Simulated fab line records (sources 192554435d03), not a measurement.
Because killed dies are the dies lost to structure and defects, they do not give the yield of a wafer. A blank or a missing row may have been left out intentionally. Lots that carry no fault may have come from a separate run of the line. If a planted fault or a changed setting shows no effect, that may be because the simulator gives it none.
Chamber matching -- flow n5 finfet -- 4 sister chambers for N5_HKMG_FIN_HK_ALD_01 on ald hk-02
The step deposits HfO2, target thk 1.6 nm, pulse time 3 s, purge time 3 s. 4 wafers are shown with their chamber, then 9 later ones without.

== WAFERS, EACH WITH ITS CHAMBER ==
wafer,chamber,precursor pulse height rel
L082.4,0,0.983
L085.2,3,0.997
L085.3,2,0.963
L085.4,1,0.971

== WAFERS WITHOUT THEIR CHAMBER ==
wafer,precursor pulse height rel
L092.4,0.995
L092.5,1.002
L092.6,0.987
L093.3,1.000
L093.4,0.995
L093.5,0.994
L097.3,1.003
L097.4,0.953
L097.6,0.974

== CHAMBER TAKEN BY EACH ==
wafer,from the rows above,in truth
L092.4,3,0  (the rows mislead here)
L092.5,3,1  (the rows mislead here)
L092.6,can't be placed: 0 or 3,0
L093.3,3,3
L093.4,3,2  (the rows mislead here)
L093.5,can't be placed: 3 or 0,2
L097.3,3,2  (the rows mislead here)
L097.4,can't be placed: 2 or 1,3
L097.6,can't be placed: 1 or 0 or 2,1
1 of 9 placed correctly. These rows do not allow placing 4 (true chamber among the candidates in 2). Number placed wrongly: 4.
How it was worked out, from the rows above alone: a wafer's distance from a chamber is the root of the sum, over the readings, of the square of ((its reading less the chamber's mean) divided by the reading's scatter). If the next closest chamber is less than 2 further off than the closest, the wafer can't be placed; otherwise it belongs to the closest. For every chamber, the mean is computed from those of its wafers that are shown. The scatter: root of mean squared gap, hidden wafer to nearest shown wafer, with one shown wafer a chamber.
